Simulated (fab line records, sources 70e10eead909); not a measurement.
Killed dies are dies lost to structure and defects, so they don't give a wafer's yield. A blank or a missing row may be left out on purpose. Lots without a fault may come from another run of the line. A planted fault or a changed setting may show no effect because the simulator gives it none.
fab line records | flow nand_harc
record lots=6 wafers=18 last_day=34
route steps=1302 shown A_SOURCE_PLATE@420 A_ONON_D1@424 END@1302
lots that met no fault: from a run of the same line without faults
start_h: hours from the record's first day to the start of the lot's first wafer shown | wait_h: hours since the lot's step before | " the same as in the row above | L1.1+2: a row that stands for several wafers | - no value, or no start given | * or withheld: withheld | < > ~ a bound
route shown NAME@n: a module of which the file shows steps, and the number in the route of the first | usual: mean/standard deviation of fault-free wafers | same: alike in all rows | chamber/n: place in a boat | sites: the reading at each site | _std_site: their standard deviation | _edge_site: outer sites' mean less inner sites' | radius_mm: how far each site lies from the wafer's centre | mask NAME#n: copy n | behind: the tool/chamber that last shaped the wafer | hold: why the lot was held/for how many hours/how that ended | device: the transistor (n, p or np) that didn't switch | end of line: the same wafers' tests at the end of the route | a step without rows: its recipe alone | killed: dies lost to structure and defects at the first sort, not the wafer's yield | map: a wafer's dies, x killed, . not, _ none there
set.NAME: the setting as run; set.NAME@STEP: as run at that earlier step | model.NAME: the simulator's own value behind a step, which no gauge read
lots at some steps of the route; a table a step, a row a wafer
services: from which hour (start_h, from the record's first day; less than 0 if before it) a tool's chamber was out of use, for how many hours, and why
## steps
# step NHARC_A_SOURCE_PLATE_THK_MEAS_06
# recipe thk_meas_gauge=ellipsometry
# usual thk_nm=200.2/2.2
# columns lot.wafer tool chamber start_h wait_h thk_nm
L747.3 film_metro-02 - 173.23 0.4 199.6
L747.5 " - " " 200.9
L747.6 " - " " 202.2
L752.1 film_metro-01 - 233.08 0.4 197.2
L752.2 " - " " 193.9
L752.3 " - " " 196.4
L755.3 film_metro-01 - 261.97 0.4 198.1
L755.4 " - " " 198.8
L755.5 " - " " 199.0
L758.1 film_metro-02 - 286.21 0.4 201.8
L758.2 " - " " 201.0
L758.3 " - " " 203.5
L759.1 film_metro-01 - 303.33 0.4 197.4
L759.3 " - " " 196.7
L759.6 " - " " 197.2
L768.2 film_metro-02 - 396.46 0.4 204.0
L768.4 " - " " 203.4
L768.6 " - " " 199.8
# step NHARC_A_SOURCE_PLATE_INSPECT_08
# usual raw_defect_count=59/24
# columns lot.wafer tool chamber start_h wait_h raw_defect_count
L747.3 defect_inspect-01 - 173.29 0.0 66
L747.5 " - " " 62
L747.6 " - " " 68
L752.1 defect_inspect-02 - 233.18 0.0 40
L752.2 " - " " 59
L752.3 " - " " 25
L755.3 defect_inspect-01 - 262.03 0.0 42
L755.4 " - " " 54
L755.5 " - " " 61
L758.1 defect_inspect-01 - 286.28 0.0 76
L758.2 " - " " 45
L758.3 " - " " 45
L759.1 defect_inspect-01 - 303.41 0.0 48
L759.3 " - " " 100
L759.6 " - " " 66
L768.2 defect_inspect-02 - 396.54 0.0 37
L768.4 " - " " 36
L768.6 " - " " 68
# step NHARC_A_ONON_D1_DEP_00
# recipe target_thk_a=10000 n2_flow_sccm=2750 n2o_flow_sccm=2000 nh3_flow_sccm=500 sih4_flow_sccm=210 temp_c=400
# step NHARC_A_ONON_D1_THK_MEAS_02
# recipe thk_meas_gauge=ellipsometry
# usual thk_nm=1003/8.1
# columns lot.wafer tool chamber start_h wait_h thk_nm
L747.3 film_metro-01 - 173.87 - 1013
L747.5 " - " " 1011
L747.6 " - " " 1012
L752.1 film_metro-01 - 233.77 - 991
L752.2 " - " " 993
L752.3 " - " " 992
L755.3 film_metro-01 - 262.61 - 1005
L755.4 " - " " 1004
L755.5 " - " " 1004
L758.1 film_metro-01 - 286.85 - 1003
L758.2 " - " " 1003
L758.3 " - " " 1003
L759.1 film_metro-01 - 303.99 - 1000
L759.3 " - " " 1000
L759.6 " - " " 1001
L768.2 film_metro-01 - 397.12 - 990
L768.4 " - " " 990
L768.6 " - " " 991
# step NHARC_A_ONON_D1_DEP_03
# recipe target_thk_a=10000 n2_flow_sccm=2750 n2o_flow_sccm=2000 nh3_flow_sccm=500 sih4_flow_sccm=210 temp_c=400
# step NHARC_A_ONON_D1_THK_MEAS_05
# recipe thk_meas_gauge=ellipsometry
# usual thk_nm=1000/10
# columns lot.wafer tool chamber start_h wait_h thk_nm
L747.3 film_metro-01 - 174.43 - 1008
L747.5 " - " " 1007
L747.6 " - " " 1008
L752.1 film_metro-02 - 234.33 - 983
L752.2 " - " " 984
L752.3 " - " " 983
L755.3 film_metro-02 - 263.18 - 1014
L755.4 " - " " 1013
L755.5 " - " " 1013
L758.1 film_metro-01 - 287.42 - 1001
L758.2 " - " " 1003
L758.3 " - " " 1003
L759.1 film_metro-02 - 304.56 - 1007
L759.3 " - " " 1007
L759.6 " - " " 1008
L768.2 film_metro-01 - 397.68 - 995
L768.4 " - " " 992
L768.6 " - " " 994
# step NHARC_A_ONON_D1_DEP_06
# recipe target_thk_a=10000 n2_flow_sccm=2750 n2o_flow_sccm=2000 nh3_flow_sccm=500 sih4_flow_sccm=210 temp_c=400
# step NHARC_A_ONON_D1_THK_MEAS_08
# recipe thk_meas_gauge=ellipsometry
# usual thk_nm=1000/12
# columns lot.wafer tool chamber start_h wait_h thk_nm
L747.3 film_metro-02 - 175.00 - 997
L747.5 " - " " 999
L747.6 " - " " 998
L752.1 film_metro-01 - 234.90 - 992
L752.2 " - " " 990
L752.3 " - " " 991
L755.3 film_metro-02 - 263.74 - 986
L755.4 " - " " 987
L755.5 " - " " 985
L758.1 film_metro-01 - 287.98 - 1014
L758.2 " - " " 1013
L758.3 " - " " 1014
L759.1 film_metro-01 - 305.12 - 1009
L759.3 " - " " 1006
L759.6 " - " " 1008
L768.2 film_metro-02 - 398.25 - 981
L768.4 " - " " 980
L768.6 " - " " 983
# step NHARC_A_ONON_D1_DEP_09
# recipe target_thk_a=10000 n2_flow_sccm=2750 n2o_flow_sccm=2000 nh3_flow_sccm=500 sih4_flow_sccm=210 temp_c=400
# step NHARC_A_ONON_D1_THK_MEAS_11
# recipe thk_meas_gauge=ellipsometry
# usual thk_nm=1000/10
# columns lot.wafer tool chamber start_h wait_h thk_nm
L747.3 film_metro-02 - 175.56 - 983
L747.5 " - " " 983
L747.6 " - " " 982
L752.1 film_metro-02 - 235.49 - 1022
L752.2 " - " " 1024
L752.3 " - " " 1022
L755.3 film_metro-02 - 264.31 - 991
L755.4 " - " " 990
L755.5 " - " " 990
L758.1 film_metro-02 - 288.55 - 997
L758.2 " - " " 999
L758.3 " - " " 998
L759.1 film_metro-02 - 305.70 - 1007
L759.3 " - " " 1009
L759.6 " - " " 1009
L768.2 film_metro-02 - 398.92 - 1002
L768.4 " - " " 1001
L768.6 " - " " 1002
# step NHARC_A_ONON_D1_DEP_12
# recipe target_thk_a=10000 n2_flow_sccm=2750 n2o_flow_sccm=2000 nh3_flow_sccm=500 sih4_flow_sccm=210 temp_c=400
# columns lot.wafer tool chamber start_h wait_h
L747.3+5+6 pecvd_onon-02 0 175.73 0.2
L752.1+2+3 pecvd_onon-04 0 235.55 0.1
L755.3+4+5 pecvd_onon-04 0 264.48 0.2
L758.1+2+3 pecvd_onon-04 0 288.60 0.1
L759.1+3+6 pecvd_onon-02 0 305.75 0.1
L768.2+4+6 pecvd_onon-02 0 399.04 0.1
# step NHARC_A_ONON_D1_THK_MEAS_14
# recipe thk_meas_gauge=ellipsometry
# usual thk_nm=1000/11
# columns lot.wafer tool chamber start_h wait_h thk_nm
L747.3 film_metro-01 - 176.12 - 995
L747.5 " - " " 996
L747.6 " - " " 996
L752.1 film_metro-01 - 236.05 - 1000
L752.2 " - " " 1000
L752.3 " - " " 1001
L755.3 film_metro-02 - 264.87 - 1534
L755.4 " - " " 1531
L755.5 " - " " 1534
L758.1 film_metro-01 - 289.11 - 1527
L758.2 " - " " 1525
L758.3 " - " " 1525
L759.1 film_metro-02 - 306.26 - 1003
L759.3 " - " " 1003
L759.6 " - " " 1004
L768.2 film_metro-01 - 399.49 - 1012
L768.4 " - " " 1013
L768.6 " - " " 1010
# step NHARC_A_ONON_D1_ANNEAL_15
# recipe temp_c=750 time_s=3600
# step NHARC_END_SORT_01
# recipe temp_c=25
# usual killed_at_array=55/15 killed_at_other=1.0/1.2 killed_at_periphery=3.4/2.2 killed_dies=59/15 killed_open=3.2/2 killed_short=2.5/1.7
# same gross_dies=677
# columns lot.wafer tool chamber start_h wait_h killed_at_array killed_at_other killed_at_periphery killed_dies killed_open killed_short
L755.3 prober-01 0 679.18 3.1 671 0 6 677 5 6
L755.4 prober-01 0 679.98 3.4 670 0 7 677 4 4
L755.5 prober-01 0 680.79 3.7 671 0 6 677 2 1
L758.1 prober-02 0 688.61 2.5 675 0 2 677 3 7
L758.2 prober-02 0 689.41 2.8 671 2 4 677 8 2
L758.3 prober-02 0 690.22 3.1 674 2 1 677 4 0
# killed by level:class
L755.3 A_ONON_D1:area_dep=634 A_CHANNEL_HOLE_D2:chamber_film_flake=12 A_CHANNEL_HOLE_D1:chamber_film_flake=5 P_M1:chamber_film_flake=3 A_DECK1_JOINT:chamber_film_flake=3 A_DECK1_JOINT:geometric_particle:short=2 A_M0:geometric_particle:open=2 A_STAIRCASE:chamber_film_flake=2
L755.4 A_ONON_D1:area_dep=634 A_CHANNEL_HOLE_D2:chamber_film_flake=16 A_STAIRCASE:chamber_film_flake=4 P_M1:chamber_film_flake=3 A_CHANNEL_HOLE_D1:chamber_film_flake=3 A_CONTACT:chamber_film_flake=3 A_ZERO_WELL:chamber_film_flake=2 A_SLIT:chamber_film_flake=2
L755.5 A_ONON_D1:area_dep=640 A_CHANNEL_HOLE_D2:chamber_film_flake=18 A_SLIT:chamber_film_flake=4 P_M0:geometric_particle:open=2 P_M1:chamber_film_flake=2 A_CHANNEL_HOLE_D1:chamber_film_flake=2 A_STAIRCASE:chamber_film_flake=2 A_CHANNEL_FILL_D1:geometric_particle:short=1
L758.1 A_ONON_D1:area_dep=609 A_SLIT:chamber_film_flake=25 A_CHANNEL_HOLE_D2:chamber_film_flake=11 A_WL_FILL:chamber_film_flake=6 A_CHANNEL_HOLE_D1:chamber_film_flake=4 A_CONTACT:chamber_film_flake=4 A_ONON_D2:geometric_particle:open=2 A_SGD_CUT:geometric_particle:short=2
L758.2 A_ONON_D1:area_dep=612 A_SLIT:chamber_film_flake=23 A_CHANNEL_HOLE_D2:chamber_film_flake=16 A_STAIRCASE:chamber_film_flake=3 A_SOURCE_PLATE:geometric_particle:open=2 A_CHANNEL_HOLE_D1:chamber_film_flake=2 A_WL_FILL:chamber_film_flake=2 THIN_TSV:chamber_film_flake=2
L758.3 A_ONON_D1:area_dep=617 A_SLIT:chamber_film_flake=24 A_CHANNEL_HOLE_D2:chamber_film_flake=13 A_CHANNEL_HOLE_D1:chamber_film_flake=7 A_M1:chamber_film_flake=4 A_STAIRCASE:chamber_film_flake=2 A_WL_FILL:chamber_film_flake=2 THIN_TSV:chamber_film_flake=2
# map L755.3 (x killed, . not)
____________x____________
_________xxxxxxx_________
_______xxxxxxxxxxx_______
______xxxxxxxxxxxxx______
_____xxxxxxxxxxxxxxx_____
____xxxxxxxxxxxxxxxxx____
____xxxxxxxxxxxxxxxxx____
___xxxxxxxxxxxxxxxxxxx___
___xxxxxxxxxxxxxxxxxxx___
__xxxxxxxxxxxxxxxxxxxxx__
__xxxxxxxxxxxxxxxxxxxxx__
_xxxxxxxxxxxxxxxxxxxxxxx_
_xxxxxxxxxxxxxxxxxxxxxxx_
_xxxxxxxxxxxxxxxxxxxxxxx_
_xxxxxxxxxxxxxxxxxxxxxxx_
_xxxxxxxxxxxxxxxxxxxxxxx_
xxxxxxxxxxxxxxxxxxxxxxxxx
xxxxxxxxxxxxxxxxxxxxxxxxx
xxxxxxxxxxxxxxxxxxxxxxxxx
xxxxxxxxxxxxxxxxxxxxxxxxx
xxxxxxxxxxxxxxxxxxxxxxxxx
_xxxxxxxxxxxxxxxxxxxxxxx_
_xxxxxxxxxxxxxxxxxxxxxxx_
_xxxxxxxxxxxxxxxxxxxxxxx_
_xxxxxxxxxxxxxxxxxxxxxxx_
_xxxxxxxxxxxxxxxxxxxxxxx_
__xxxxxxxxxxxxxxxxxxxxx__
__xxxxxxxxxxxxxxxxxxxxx__
___xxxxxxxxxxxxxxxxxxx___
___xxxxxxxxxxxxxxxxxxx___
____xxxxxxxxxxxxxxxxx____
____xxxxxxxxxxxxxxxxx____
_____xxxxxxxxxxxxxxx_____
______xxxxxxxxxxxxx______
_______xxxxxxxxxxx_______
_________xxxxxxx_________
____________x____________
# map L758.1 (x killed, . not)
____________x____________
_________xxxxxxx_________
_______xxxxxxxxxxx_______
______xxxxxxxxxxxxx______
_____xxxxxxxxxxxxxxx_____
____xxxxxxxxxxxxxxxxx____
____xxxxxxxxxxxxxxxxx____
___xxxxxxxxxxxxxxxxxxx___
___xxxxxxxxxxxxxxxxxxx___
__xxxxxxxxxxxxxxxxxxxxx__
__xxxxxxxxxxxxxxxxxxxxx__
_xxxxxxxxxxxxxxxxxxxxxxx_
_xxxxxxxxxxxxxxxxxxxxxxx_
_xxxxxxxxxxxxxxxxxxxxxxx_
_xxxxxxxxxxxxxxxxxxxxxxx_
_xxxxxxxxxxxxxxxxxxxxxxx_
xxxxxxxxxxxxxxxxxxxxxxxxx
xxxxxxxxxxxxxxxxxxxxxxxxx
xxxxxxxxxxxxxxxxxxxxxxxxx
xxxxxxxxxxxxxxxxxxxxxxxxx
xxxxxxxxxxxxxxxxxxxxxxxxx
_xxxxxxxxxxxxxxxxxxxxxxx_
_xxxxxxxxxxxxxxxxxxxxxxx_
_xxxxxxxxxxxxxxxxxxxxxxx_
_xxxxxxxxxxxxxxxxxxxxxxx_
_xxxxxxxxxxxxxxxxxxxxxxx_
__xxxxxxxxxxxxxxxxxxxxx__
__xxxxxxxxxxxxxxxxxxxxx__
___xxxxxxxxxxxxxxxxxxx___
___xxxxxxxxxxxxxxxxxxx___
____xxxxxxxxxxxxxxxxx____
____xxxxxxxxxxxxxxxxx____
_____xxxxxxxxxxxxxxx_____
______xxxxxxxxxxxxx______
_______xxxxxxxxxxx_______
_________xxxxxxx_________
____________x____________
## services
# columns tool chamber start_h hours kind
pecvd_onon-02 - 185.00 13.0 pm
pecvd_onon-04 - 207.58 5.2 repair
pecvd_onon-04 - 311.24 13.0 pm
pecvd_onon-02 - 366.00 13.0 pm
## key
first_sign step=NHARC_A_ONON_D1_THK_MEAS_14 reading=thk_nm direction=up sigmas=48 usual=1000 struck=1529
effect step=NHARC_END_SORT_01 reading=killed_dies direction=up sigmas=42 usual=59 struck=677
more_kills_born_at NHARC_A_ONON_D1_DEP_12@pecvd_onon-04=3746
met_at NHARC_A_ONON_D1_DEP_12
struck_wafers L755.3,L755.4,L755.5,L758.1,L758.2,L758.3
later_rows_left_out L755.3,L755.4,L755.5,L758.1,L758.2,L758.3
tester_left_out L755,L758
onset_between 235.55 264.48
fault kind=process_parameter_drift tool=pecvd_onon-04 chamber=- onset_h=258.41 steps=NHARC_A_ONON_D1_DEP_12 channel=target_thk_a offset=* shape=step end_h=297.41 acts_in=* stated=*
# tester_left_out: of these lots the tester's yield and bins aren't shown, on N5 and GAA mostly nor the transistor test; their killed dies are dies lost to structure and defects alone, not to doping, threshold or leakage, so they don't give the yield
# later_rows_left_out: the simulator's readings of these wafers behind a module that went badly wrong aren't trusted and aren't shown, but for the sort
